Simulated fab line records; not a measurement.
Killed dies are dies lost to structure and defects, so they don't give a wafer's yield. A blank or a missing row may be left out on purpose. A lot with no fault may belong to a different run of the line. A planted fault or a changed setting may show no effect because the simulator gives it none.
fab line records    flow n5Finfet
record lots=7  wafers=39
route steps=1938 shown FIN_SAQP@100 SD_EPI_P@321 GATE_CUT@510 MOL_CONTACT_COAG@559 BEOL_M4@1083 BEOL_M7@1266
startH: hours from the record's first day to the start of the lot's first wafer shown    waitH: how many hours have passed since the lot's step before this one    " as in the row above    L1.1+2: a row that stands for several wafers    - no value, or no start was given    * or withheld: withheld    < > ~ a bound
route shown NAME@n: names a module that has steps shown in the file, with the first one's number in the route    usual: mean/standard deviation taken from wafers without a fault    same: alike in all rows    chamber/n: place in a boat    sites: the reading at each site    _std_site: standard deviation across them    _edge_site: mean of outer sites minus mean of inner sites    radiusMm: how far each site lies from the wafer's centre    mask NAME#n: copy n    behind: tool/chamber where the wafer was last shaped    hold: cause of the lot's hold/its duration in hours/its outcome    device: names the non-switching transistor (n, p or np)    end of line: tests run on the same wafers once the route is complete    where a step has no rows: the recipe by itself    killed: at the first sort, the dies lost to defects and structure; wafer yield is something else    map: a wafer's dies, x killed, . not, _ none there
set.NAME: the setting that was run; set.NAME@STEP: the one run at that earlier step    model.NAME: the simulator's own value behind a step, which no gauge read
lots whose settings were changed on purpose; a table a step, a row a wafer
## steps
# step N5_FIN_SAQP_PECVD_06
# recipe material=a-Si  targetThkA=600  tempC=400  precursor=SiH4/He  pressureTorr=3  rfW=100  timeS=48.1
lot.wafer  tool      chamber  startH  waitH  set.timeS  model.a-Si_of_FIN_SAQP_PECVD_06.thkNm
L078.1     pecvd-01  0        45.20   0.0    23.49      28.67
L078.2     "         1        "       "      48.1       59.09
L078.3     "         0        "       "      23.49      28.35
L078.4     "         1        "       "      48.1       59.44
L078.5     "         0        "       "      48.1       60.18
L078.6     "         1        "       "      23.49      28.58
L079.1     pecvd-01  0        51.04   0.0    48.1       59.69
L079.2     "         1        "       "      55.96      69.24
L079.3     "         2        "       "      48.1       59.87
L079.4     "         0        "       "      55.96      70.67
L079.5     "         1        "       "      55.96      70.35
L079.6     "         2        "       "      48.1       61.27
L085.1     pecvd-04  0        87.75   0.0    20.15      24.99
L085.2     "         1        "       "      20.15      24.94
L085.3     "         2        "       "      48.1       59.3
L085.4     "         0        "       "      48.1       60.59
L085.5     "         1        "       "      48.1       61.17
L085.6     "         2        "       "      20.15      25.37
L087.1     pecvd-01  1        99.83   0.0    21.32      25.6
L087.2     "         0        "       "      48.1       60.18
L087.3     "         2        "       "      21.32      26.71
L087.4     "         1        "       "      48.1       59.91
L087.5     "         0        "       "      21.32      27.23
L087.6     "         2        "       "      48.1       61.01
L088.1     pecvd-04  0        106.79  0.0    48.1       59.91
L088.2     "         2        "       "      48.1       60.68
L088.3     "         1        "       "      48.1       60.59
L088.4     "         0        "       "      48.1       60.7
L088.5     "         1        "       "      48.1       61.02
L088.6     "         2        "       "      48.1       60.83
L095.2     pecvd-03  1        147.40  0.0    48.1       59.58
L095.3     "         0        "       "      48.1       59.76
L095.4     "         0        "       "      48.1       60.86
L097.1     pecvd-01  0        163.14  0.0    48.1       60.06
L097.2     "         1        "       "      48.1       58.8
L097.3     "         2        "       "      22.26      27.44
L097.4     "         0        "       "      22.26      27.42
L097.5     "         2        "       "      48.1       60.54
L097.6     "         1        "       "      22.26      26.8
# step N5_FIN_SAQP_THK_MEAS_07
# usual thkNm=59.9/0.73
lot.wafer  tool          chamber  startH  waitH  set.timeS@FIN_SAQP_PECVD_06  thkNm
L078.1     filmMetro-02  -        45.32   0.1    23.49                        28.7
L078.2     "             -        "       "      48.1                         59.0
L078.3     "             -        "       "      23.49                        28.4
L078.4     "             -        "       "      48.1                         59.4
L078.5     "             -        "       "      48.1                         60.2
L078.6     "             -        "       "      23.49                        28.6
L079.1     filmMetro-02  -        51.13   0.1    48.1                         59.6
L079.2     "             -        "       "      55.96                        69.2
L079.3     "             -        "       "      48.1                         59.9
L079.4     "             -        "       "      55.96                        70.7
L079.5     "             -        "       "      55.96                        70.3
L079.6     "             -        "       "      48.1                         61.2
L085.1     filmMetro-01  -        87.84   0.1    20.15                        25.0
L085.2     "             -        "       "      20.15                        25.0
L085.3     "             -        "       "      48.1                         59.3
L085.4     "             -        "       "      48.1                         60.6
L085.5     "             -        "       "      48.1                         61.2
L085.6     "             -        "       "      20.15                        25.3
L087.1     filmMetro-01  -        99.92   0.1    21.32                        25.6
L087.2     "             -        "       "      48.1                         60.2
L087.3     "             -        "       "      21.32                        26.7
L087.4     "             -        "       "      48.1                         60.0
L087.5     "             -        "       "      21.32                        27.2
L087.6     "             -        "       "      48.1                         61.0
L088.1     filmMetro-02  -        106.88  0.1    48.1                         59.9
L088.2     "             -        "       "      48.1                         60.7
L088.3     "             -        "       "      48.1                         60.6
L088.4     "             -        "       "      48.1                         60.7
L088.5     "             -        "       "      48.1                         61.1
L088.6     "             -        "       "      48.1                         60.8
L095.2     filmMetro-02  -        147.49  0.1    48.1                         59.6
L095.3     "             -        "       "      48.1                         59.8
L095.4     "             -        "       "      48.1                         60.8
L097.1     filmMetro-01  -        163.23  0.1    48.1                         60.0
L097.2     "             -        "       "      48.1                         58.8
L097.3     "             -        "       "      22.26                        27.4
L097.4     "             -        "       "      22.26                        27.4
L097.5     "             -        "       "      48.1                         60.6
L097.6     "             -        "       "      22.26                        26.8
# step N5_FIN_SAQP_HM_DEP_72
# recipe material=SiO2  targetThkA=120  tempC=400  precursor=SiH4/N2O  pressureTorr=0.75  rfW=275  timeS=7.2
# step N5_FIN_SAQP_COAT_49
# recipe resist=SOC  tempC=250  timeS=60  spinRpm=1500  resistThkNm=100
# step N5_FIN_SAQP_HM_OPEN_73
# recipe chemistry=CHF3/O2  target=SiO2  stopOn=a-Si  targetDepthA=120  overEtchFrac=1.8  maskMaterial=SOC  timeS=16.8  pressureMtorr=30  sourceW=650  biasW=170  Ar_flow_sccm=200  CHF3_flow_sccm=50  O2_flow_sccm=5  ionEnergyEv=200  ends=endPoint
# step N5_FIN_SAQP_STRIP_74
# recipe chemistry=CHF3/O2  resist=SiARC  rfFrequencyHz=6e+07
# step N5_FIN_SAQP_MANDREL_ETCH_22
# recipe targetDepthA=600  chemistry=HBr/Cl2  target=a-Si  stopOn=SiNx  btTimeS=10  overEtchFrac=0.5  timeS=30  pressureMtorr=10  icpW=800  biasW=75  HBr_flow_sccm=150  Cl2_flow_sccm=80  ends=endPoint
# usual oesProductAu=0.768/0.012
lot.wafer  tool      chamber  startH  waitH  set.timeS@FIN_SAQP_PECVD_06  oesProductAu  model.etch.depthNm
L078.1     rieSi-05  2        46.20   0.0    23.49                        0.530         28.67
L078.2     "         0        "       "      48.1                         0.758         59.09
L078.3     "         1        "       "      23.49                        0.531         28.35
L078.4     "         3        "       "      48.1                         0.771         59.44
L078.5     "         3        "       "      48.1                         0.772         60.18
L078.6     "         2        "       "      23.49                        0.525         28.58
L079.1     rieSi-05  2        52.02   0.0    48.1                         0.764         59.69
L079.2     "         3        "       "      55.96                        0.840         69.23
L079.3     "         1        "       "      48.1                         0.779         59.87
L079.4     "         3        "       "      55.96                        0.855         70.67
L079.5     "         2        "       "      55.96                        0.848         70.35
L079.6     "         1        "       "      48.1                         0.783         61.26
L085.1     rieSi-03  3        88.58   0.0    20.15                        0.494         24.99
L085.2     "         2        "       "      20.15                        0.510         24.94
L085.3     "         0        "       "      48.1                         0.765         59.26
L085.4     "         1        "       "      48.1                         0.752         60.59
L085.5     "         3        "       "      48.1                         0.769         61.17
L085.6     "         2        "       "      20.15                        0.505         25.33
L087.1     rieSi-05  2        100.79  0.0    21.32                        0.503         25.56
L087.2     "         1        "       "      48.1                         0.776         60.18
L087.3     "         0        "       "      21.32                        0.524         26.7
L087.4     "         3        "       "      48.1                         0.766         59.87
L087.5     "         2        "       "      21.32                        0.522         27.23
L087.6     "         1        "       "      48.1                         0.782         61.01
L088.1     rieSi-04  3        107.82  0.0    48.1                         0.745         59.89
L088.2     "         0        "       "      48.1                         0.775         60.68
L088.3     "         2        "       "      48.1                         0.780         60.56
L088.4     "         1        "       "      48.1                         0.795         60.7
L088.5     "         0        "       "      48.1                         0.772         61.02
L088.6     "         3        "       "      48.1                         0.758         60.83
L095.2     rieSi-03  0        148.36  0.0    48.1                         0.758         59.54
L095.3     "         1        "       "      48.1                         0.748         59.76
L095.4     "         3        "       "      48.1                         0.757         60.86
L097.1     rieSi-03  0        163.97  0.0    48.1                         0.763         60.06
L097.2     "         1        "       "      48.1                         0.744         58.76
L097.3     "         2        "       "      22.26                        0.530         27.44
L097.4     "         3        "       "      22.26                        0.506         27.42
L097.5     "         1        "       "      48.1                         0.761         60.53
L097.6     "         0        "       "      22.26                        0.507         26.8
# step N5_FIN_SAQP_SPACER1_ALD_24
# recipe material=SiO2  targetThkA=203  tempC=300  aldPrecursorFamily=BDEAS  aldCoReactant=O2-plasma  pulseTimeS=1  purgeTimeS=2  coReactantPurgeTimeS=2  aldCycles=218  pressureTorr=2
lot.wafer       tool       chamber    startH  waitH  set.aldCycles  model.SiO2_of_FIN_SAQP_SPACER1_ALD_24.thkNm
L078.1+3+5      aldSin-01  3,0,1      47.00   0.3    218            20.2
L078.2+6        "          1,2        "       "      152            14.2
L078.4          "          2          "       "      152            14
L079.1+2+4+5+6  aldSin-04  2,1,3,0,1  52.82   0.3    218            20.4
L079.3          "          0          "       "      218            20.2
L085.1+3        aldSin-04  1,2        89.87   0.8    131            12
L085.2          "          0          "       "      131            12.2
L085.4          "          3          "       "      218            20.4
L085.5+6        "          0,3        "       "      218            20.2
L087.1          aldSin-01  1          101.59  0.3    156            14.4
L087.2+3+5      "          3,0,0      "       "      218            20.2
L087.4+6        "          3,1        "       "      156            14.6
L088.1+3+6      aldSin-04  0,2,3      108.66  0.3    218            20.2
L088.2+4        "          3,1        "       "      90             8.4
L088.5          "          0          "       "      90             8.2
L095.2          aldSin-04  0          149.16  0.3    218            20.2
L095.3+4        "          1,2        "       "      218            20.4
L097.1+5+6      aldSin-04  1,3,0      164.77  0.3    146            13.6
L097.2+3+4      "          3,0,2      "       "      218            20.2
# step N5_FIN_SAQP_SPACER1_ETCHBACK_25
# recipe chemistry=CHF3/O2  mode=anisotropicEtchback  target=SiO2  targetDepthA=244  timeS=12.2  pressureMtorr=30  sourceW=650  biasW=170  Ar_flow_sccm=200  CHF3_flow_sccm=50  O2_flow_sccm=5  ionEnergyEv=200
# step N5_FIN_SAQP_MANDREL1_REMOVE_56
# recipe chemistry=HBr/Cl2/O2  btTimeS=10  target=a-Si  stopOn=SiNx  endpoint=OES-SiCl  overEtchFrac=1  icpW=600  biasW=22  HBr_flow_sccm=150  Cl2_flow_sccm=80  O2_flow_sccm=5  pressureMtorr=10
lot.wafer     tool      chamber  startH  waitH  set.aldCycles@FIN_SAQP_SPACER1_ALD_24  model.FIN_SAQP.cdNm
L078.1        rieSi-03  2        47.81   0.1    218                                    20
L078.2+6      "         1        "       "      152                                    14.2
L078.3        "         0        "       "      218                                    20.4
L078.4        "         2        "       "      152                                    14
L078.5        "         0        "       "      218                                    20.2
L079.1+3      rieSi-04  2,3      53.95   0.1    218                                    20.2
L079.2+4+5+6  "         1,0,3,0  "       "      218                                    20.4
L085.1+2+3    rieSi-05  1,0,3    90.85   0.1    131                                    12
L085.4+5+6    "         2,2,3    "       "      218                                    20.2
L087.1        rieSi-04  3        102.40  0.1    156                                    14.4
L087.2+3+5    "         0,1,2    "       "      218                                    20.2
L087.4+6      "         2,1      "       "      156                                    14.6
L088.1        rieSi-03  2        109.46  0.1    218                                    20
L088.2+4      "         0,3      "       "      90                                     8.4
L088.3+6      "         1,3      "       "      218                                    20.2
L088.5        "         2        "       "      90                                     8.2
L095.2+4      rieSi-04  3,2      149.97  0.1    218                                    20.2
L095.3        "         0        "       "      218                                    20.4
L097.1        rieSi-04  0        165.58  0.1    146                                    13.8
L097.2+3+4    "         2,1,3    "       "      218                                    20.2
L097.5+6      "         2,3      "       "      146                                    13.6
# step N5_FIN_SAQP_CD_MEAS_27
# recipe targetCdNm=20  landingEnergyEv=1000  detector=seInlens  polarity=line
# usual cdNm=20.28/0.23
lot.wafer  tool      chamber  startH  waitH  set.aldCycles@FIN_SAQP_SPACER1_ALD_24  cdNm
L078.1     cdSem-02  0        47.92   0.1    218                                    19.96
L078.2     "         0        "       "      152                                    14.21
L078.3     "         0        "       "      218                                    20.58
L078.4     "         0        "       "      152                                    14.02
L078.5     "         0        "       "      218                                    20.10
L078.6     "         0        "       "      152                                    14.17
L079.1     cdSem-02  0        54.06   0.1    218                                    20.12
L079.2     "         0        "       "      218                                    20.64
L079.3     "         0        "       "      218                                    20.08
L079.4     "         0        "       "      218                                    20.13
L079.5     "         0        "       "      218                                    20.53
L079.6     "         0        "       "      218                                    20.20
L085.1     cdSem-02  0        90.96   0.1    131                                    11.95
L085.2     "         0        "       "      131                                    12.16
L085.3     "         0        "       "      131                                    11.89
L085.4     "         0        "       "      218                                    20.07
L085.5     "         0        "       "      218                                    20.61
L085.6     "         0        "       "      218                                    20.29
L087.1     cdSem-02  0        102.51  0.1    156                                    14.44
L087.2     "         0        "       "      218                                    20.23
L087.3     "         0        "       "      218                                    20.18
L087.4     "         0        "       "      156                                    14.57
L087.5     "         0        "       "      218                                    20.30
L087.6     "         0        "       "      156                                    14.59
L088.1     cdSem-01  0        109.57  0.1    218                                    20.06
L088.2     "         0        "       "      90                                     8.44
L088.3     "         0        "       "      218                                    20.58
L088.4     "         0        "       "      90                                     8.13
L088.5     "         0        "       "      90                                     8.10
L088.6     "         0        "       "      218                                    20.72
L095.2     cdSem-02  0        150.08  0.1    218                                    19.86
L095.3     "         0        "       "      218                                    20.61
L095.4     "         0        "       "      218                                    20.23
L097.1     cdSem-02  0        165.69  0.1    146                                    13.62
L097.2     "         0        "       "      218                                    20.26
L097.3     "         0        "       "      218                                    20.26
L097.4     "         0        "       "      218                                    20.12
L097.5     "         0        "       "      146                                    13.50
L097.6     "         0        "       "      146                                    13.62
# step N5_SD_EPI_P_EPI_21
# recipe material=SiGe:B  dopant=B  tempC=550  pressureTorr=20  ambient=H2  timeS=355
lot.wafer   tool         chamber  startH  waitH  set.timeS  model.SiGe-B_of_SD_EPI_P_EPI_21.thkNm
L078.1      epiRpcvd-04  0        78.29   0.1    355        61.4
L078.2+3    "            0        "       "      262.8      49
L078.4      "            0        "       "      262.8      49.6
L078.5      "            0        "       "      355        61.2
L078.6      "            0        "       "      355        60.8
L079.1+5    epiRpcvd-04  0        86.94   0.1    355        61.6
L079.2      "            0        "       "      355        61
L079.3+6    "            0        "       "      355        61.4
L079.4      "            0        "       "      355        61.8
L085.1      epiRpcvd-04  0        130.33  0.1    556.6      81.6
L085.2      "            0        "       "      355        61.6
L085.3      "            0        "       "      556.6      82.4
L085.4      "            0        "       "      556.6      82.2
L085.5      "            0        "       "      355        61.4
L085.6      "            0        "       "      355        60.8
L087.1      epiRpcvd-03  0        137.64  0.1    180.1      33.8
L087.2+6    "            0        "       "      180.1      33.6
L087.3      "            0        "       "      355        61.4
L087.4      "            0        "       "      355        62.2
L087.5      "            0        "       "      355        62.4
L088.1      epiRpcvd-01  0        146.73  0.3    355        60.2
L088.2+6    "            0        "       "      355        61.6
L088.3      "            0        "       "      355        60.8
L088.4      "            0        "       "      355        61.4
L088.5      "            0        "       "      355        61
L095.2      epiRpcvd-01  0        182.49  0.6    355        60
L095.3      "            0        "       "      355        59.2
L095.4      "            0        "       "      355        59
L097.1      epiRpcvd-03  0        197.21  0.1    355        62
L097.2+4+5  "            0        "       "      236.2      44.4
L097.3      "            0        "       "      355        61
L097.6      "            0        199.01  1.8    355        61.8
# step N5_SD_EPI_P_EPI_MEAS_23
# recipe mode=xrd
# usual thkNm=61.0/1.3
lot.wafer  tool          chamber  startH  waitH  set.timeS@SD_EPI_P_EPI_21  thkNm
L078.1     filmMetro-01  -        80.48   1.8    355                        60.9
L078.2     "             -        "       "      262.8                      48.2
L078.3     "             -        "       "      262.8                      47.8
L078.4     "             -        "       "      262.8                      49.1
L078.5     "             -        "       "      355                        60.3
L078.6     "             -        "       "      355                        61.7
L079.1     filmMetro-02  -        89.14   1.8    355                        63.4
L079.2     "             -        "       "      355                        60.6
L079.3     "             -        "       "      355                        59.2
L079.4     "             -        "       "      355                        62.2
L079.5     "             -        "       "      355                        63.4
L079.6     "             -        "       "      355                        61.0
L085.1     filmMetro-01  -        132.52  1.8    556.6                      82.1
L085.2     "             -        "       "      355                        61.5
L085.3     "             -        "       "      556.6                      83.1
L085.4     "             -        "       "      556.6                      82.6
L085.5     "             -        "       "      355                        60.2
L085.6     "             -        "       "      355                        59.3
L087.1     filmMetro-01  -        139.83  1.9    180.1                      34.0
L087.2     "             -        "       "      180.1                      37.2
L087.3     "             -        "       "      355                        61.1
L087.4     "             -        "       "      355                        61.8
L087.5     "             -        "       "      355                        61.5
L087.6     "             -        "       "      180.1                      32.5
L088.1     filmMetro-01  -        150.61  3.2    355                        59.7
L088.2     "             -        "       "      355                        60.5
L088.3     "             -        "       "      355                        59.3
L088.4     "             -        "       "      355                        61.5
L088.5     "             -        "       "      355                        59.6
L088.6     "             -        "       "      355                        61.3
L095.2     filmMetro-01  -        184.93  2.0    355                        58.9
L095.3     "             -        "       "      355                        60.7
L095.4     "             -        "       "      355                        57.9
L097.1     filmMetro-01  -        199.40  1.8    355                        62.3
L097.2     "             -        "       "      236.2                      44.7
L097.3     "             -        "       "      355                        58.7
L097.4     "             -        "       "      236.2                      46.1
L097.5     "             -        "       "      236.2                      46.6
L097.6     "             -        "       "      355                        62.1
# step N5_SD_EPI_P_HM_STRIP_48
# recipe chemistry=H3PO4  tempC=160  material=SiNx  target=SiNx  targetDepthA=30  overetchFraction=0.3
lot.wafer   tool         chamber  startH  waitH  set.timeS@SD_EPI_P_EPI_21  model.SiGe-B_of_SD_EPI_P_EPI_21.thkNm
L078.1      wetBench-05  7        80.52   0.0    355                        61.2
L078.2+3    "            3,2      "       "      262.8                      48.6
L078.4      "            6        "       "      262.8                      49.2
L078.5      "            0        "       "      355                        60.8
L078.6      "            1        "       "      355                        60.4
L079.1+4+5  wetBench-05  7,6,2    89.18   0.0    355                        61.4
L079.2      "            1        "       "      355                        60.8
L079.3+6    "            0,5      "       "      355                        61.2
L085.1      wetBench-01  4        132.56  0.0    556.6                      81.2
L085.2      "            6        "       "      355                        61.4
L085.3      "            7        "       "      556.6                      82
L085.4      "            5        "       "      556.6                      81.8
L085.5      "            0        "       "      355                        61
L085.6      "            1        "       "      355                        60.4
L087.1      wetBench-05  1        139.87  0.0    180.1                      33.6
L087.2+6    "            7,4      "       "      180.1                      33.4
L087.3      "            6        "       "      355                        61
L087.4      "            5        "       "      355                        61.8
L087.5      "            0        "       "      355                        62
L088.1      wetBench-01  7        150.65  0.0    355                        60
L088.2+4+6  "            3,6,0    "       "      355                        61.2
L088.3      "            4        "       "      355                        60.4
L088.5      "            5        "       "      355                        60.6
L095.2      wetBench-01  2        184.97  0.0    355                        59.8
L095.3      "            3        "       "      355                        59
L095.4      "            4        "       "      355                        58.6
L097.1      wetBench-05  1        199.44  0.0    355                        61.6
L097.2+4+5  "            0,7,6    "       "      236.2                      44.2
L097.3      "            5        "       "      355                        60.8
L097.6      "            4        "       "      355                        61.4
# step N5_GATE_CUT_ALD_22
# recipe material=SiNx  targetThkA=160  tempC=400  aldPrecursorFamily=SiH2I2  aldCoReactant=N2/H2-plasma  pulseTimeS=1  aldCycles=320  purgeTimeS=2  coReactantPurgeTimeS=2  pressureTorr=2
lot.wafer         tool       chamber      startH  waitH  set.aldCycles  model.SiNx_of_GATE_CUT_ALD_22.thkNm
L078.1+2+5        aldSin-02  3,2,3        106.47  0.0    320            16
L078.3+4+6        "          0,1,2        "       "      257            12.8
L079.1+5+6        aldSin-02  0,0,1        116.34  0.1    415            20.8
L079.2+3+4        "          2,1,3        "       "      320            16
L085.1+2+3+4+5+6  aldSin-04  1,0,2,3,3,2  159.36  0.0    320            16
L087.1+4+5        aldSin-04  0,3,0        166.00  0.0    201            10
L087.2+3          "          2,1          "       "      320            16
L087.6            "          1            "       "      320            15.8
L088.1+3+4        aldSin-03  1,0,2        177.29  0.0    320            16
L088.2+5+6        "          3,1,2        "       "      129            6.4
L095.2+4          aldSin-04  0,2          212.93  0.0    320            16
L095.3            "          3            "       "      320            16.2
L097.1+2+6        aldSin-04  0,3,0        242.96  0.8    257            13
L097.3+4+5        "          1,2,1        "       "      320            16
# step N5_MOL_CONTACT_COAG_ALD_27
# recipe material=SiOC  targetThkA=170  tempC=400  aldPrecursorFamily=carbosiloxane  aldCoReactant=H2-plasma  pulseTimeS=1.5  timeS=2720  purgeTimeS=2  coReactantPurgeTimeS=2  aldCycles=340  pressureTorr=2
lot.wafer   tool       chamber  startH  waitH  set.aldCycles  model.SiOC_of_MOL_CONTACT_COAG_ALD_27.thkNm
L078.1+3+4  aldSin-04  1,2,3    115.77  0.0    340            17
L078.2+5    "          0,2      "       "      240            12
L078.6      "          3        "       "      240            12.2
L079.1+2+5  aldSin-02  1,2,2    125.31  0.3    340            17
L079.3+4    "          0,3      "       "      441            22
L079.6      "          3        "       "      441            22.2
L085.1+5+6  aldSin-01  2,3,2    170.62  0.0    523            26.2
L085.2+3+4  "          1,0,3    "       "      340            17
L087.1+3+4  aldSin-02  1,0,2    176.36  0.0    340            17
L087.2+5    "          3        "       "      271            13.6
L087.6      "          0        "       "      271            13.4
L088.1      aldSin-01  1        189.36  0.1    340            17.2
L088.2+6    "          0,2      "       "      340            17
L088.3+4+5  "          2,0,1    "       "      146            7.4
L095.2+3+4  aldSin-02  0,2,3    223.18  0.0    340            17
L097.1      aldSin-04  3        252.55  0.0    340            16.8
L097.2+4    "          0,1      "       "      340            17
L097.3      "          2        "       "      247            12.2
L097.5+6    "          0,1      "       "      247            12.4
# step N5_BEOL_M4_CVD_47
# recipe material=Co  targetThkA=30  tempC=withheld  precursor=CCTBA/H2  pressureTorr=30  timeS=223.8
lot.wafer         tool      chamber      startH  waitH  set.targetThkA  model.Co_of_BEOL_M4_CVD_47.thkNm
L079.1+3+4        cvdCo-01  2,0,1        219.38  0.3    30              3
L079.2+5          "         1,2          "       "      24.52           2.4
L079.6            "         0            "       "      24.52           2.6
L078.1+3+6        cvdCo-01  2,0,2        226.46  0.0    30              3
L078.2+4+5        "         1,1,0        "       "      25.31           2.6
L085.1+2+3+4+5+6  cvdCo-02  0,2,1,2,1,0  260.82  0.4    30              3
L087.1+2+6        cvdCo-02  0,2,0        265.78  0.2    41.27           4.2
L087.3            "         1            "       "      30              3.2
L087.4+5          "         2,1          "       "      30              3
L088.1+4+5        cvdCo-02  1,2,1        292.73  0.3    30              3
L088.2+3          "         0,2          "       "      20.36           2
L088.6            "         0            "       "      20.36           2.2
L095.2+3+4        cvdCo-01  2,1,1        334.22  0.2    30              3
L097.1+3+4        cvdCo-02  0,0,2        345.06  0.0    15.58           1.6
L097.2+5+6        "         2,2,0        "       "      30              3
# step N5_BEOL_M7_PECVD_70
# recipe material=SiO2  targetThkA=200  tempC=400  precursor=TEOS/O2  pressureTorr=5.5  rfW=450  teosFlowSccm=53.8  gas=O2  flowSccm=3000  timeS=22.7
lot.wafer   tool      chamber  startH  waitH  set.timeS  model.SiO2_of_BEOL_M7_PECVD_70.thkNm
L079.1+2+3  pecvd-02  0,2,1    248.52  0.0    34.22      29.6
L079.4+6    "         1,0      "       "      22.7       20.2
L079.5      "         2        "       "      22.7       20.4
L078.1      pecvd-03  0        251.69  0.0    22.7       20.2
L078.2      "         1        "       "      22.7       20
L078.3      "         1        "       "      18.86      16.8
L078.4      "         0        "       "      18.86      17
L078.5      "         1        "       "      18.86      17.2
L078.6      "         0        "       "      22.7       20.4
L085.1      pecvd-02  0        296.83  0.0    22.7       19.8
L085.2      "         1        "       "      32.86      28.6
L085.3      "         2        "       "      32.86      28.4
L085.4      "         2        "       "      22.7       20.2
L085.5      "         1        "       "      22.7       20.4
L085.6      "         0        "       "      32.86      29.4
L087.1      pecvd-01  1        302.29  0.0    30.19      26.6
L087.2      "         2        "       "      22.7       19.8
L087.3      "         0        "       "      22.7       20
L087.4+5    "         2,0      "       "      30.19      26.4
L087.6      "         1        "       "      22.7       20.4
L088.1      pecvd-01  2        319.10  0.0    22.7       19.8
L088.2      "         0        "       "      22.7       20
L088.3+4    "         1,0      "       "      22.7       20.2
L088.5+6    "         2,1      "       "      22.7       20.4
L095.2      pecvd-01  2        363.86  0.0    22.7       20.2
L095.3      "         0        "       "      22.7       20.4
L095.4      "         1        "       "      22.7       20.6
L097.1+2    pecvd-03  1,2      370.32  0.0    15.99      14.4
L097.3+4+6  "         2,1,2    "       "      22.7       20.4
L097.5      "         1        "       "      15.99      15
## key
split step=N5_FIN_SAQP_PECVD_06  setting=timeS  stated=48.1  by=wafer
response step=N5_FIN_SAQP_PECVD_06  reading=model.a-Si_of_FIN_SAQP_PECVD_06.thkNm  change=+0.607  per=1%  r=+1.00
response step=N5_FIN_SAQP_THK_MEAS_07  reading=thkNm  change=*  per=1%  r=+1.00
response step=N5_FIN_SAQP_MANDREL_ETCH_22  reading=oesProductAu  change=+0.00455  per=1%  r=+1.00
response step=N5_FIN_SAQP_MANDREL_ETCH_22  reading=model.etch.depthNm  change=+0.607  per=1%  r=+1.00
split step=N5_FIN_SAQP_SPACER1_ALD_24  setting=aldCycles  stated=218  by=wafer
response step=N5_FIN_SAQP_SPACER1_ALD_24  reading=model.SiO2_of_FIN_SAQP_SPACER1_ALD_24.thkNm  change=+0.202  per=1%  r=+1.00
response step=N5_FIN_SAQP_MANDREL1_REMOVE_56  reading=model.FIN_SAQP.cdNm  change=+0.201  per=1%  r=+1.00
response step=N5_FIN_SAQP_CD_MEAS_27  reading=cdNm  change=+0.206  per=1%  r=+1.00
split step=N5_SD_EPI_P_EPI_21  setting=timeS  stated=355  by=wafer
response step=N5_SD_EPI_P_EPI_21  reading=model.SiGe-B_of_SD_EPI_P_EPI_21.thkNm  change=+0.465  per=1%  r=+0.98
response step=N5_SD_EPI_P_EPI_MEAS_23  reading=thkNm  change=*  per=1%  r=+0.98
response step=N5_SD_EPI_P_HM_STRIP_48  reading=model.SiGe-B_of_SD_EPI_P_EPI_21.thkNm  change=+0.463  per=1%  r=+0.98
split step=N5_GATE_CUT_ALD_22  setting=aldCycles  stated=320  by=wafer
response step=N5_GATE_CUT_ALD_22  reading=model.SiNx_of_GATE_CUT_ALD_22.thkNm  change=+0.16  per=1%  r=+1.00
split step=N5_MOL_CONTACT_COAG_ALD_27  setting=aldCycles  stated=340  by=wafer
response step=N5_MOL_CONTACT_COAG_ALD_27  reading=model.SiOC_of_MOL_CONTACT_COAG_ALD_27.thkNm  change=+0.17  per=1%  r=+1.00
split step=N5_BEOL_M4_CVD_47  setting=targetThkA  stated=30  by=wafer
response step=N5_BEOL_M4_CVD_47  reading=model.Co_of_BEOL_M4_CVD_47.thkNm  change=+0.0292  per=1%  r=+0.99
split step=N5_BEOL_M7_PECVD_70  setting=timeS  stated=22.7  by=wafer
response step=N5_BEOL_M7_PECVD_70  reading=model.SiO2_of_BEOL_M7_PECVD_70.thkNm  change=+0.19  per=1%  r=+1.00
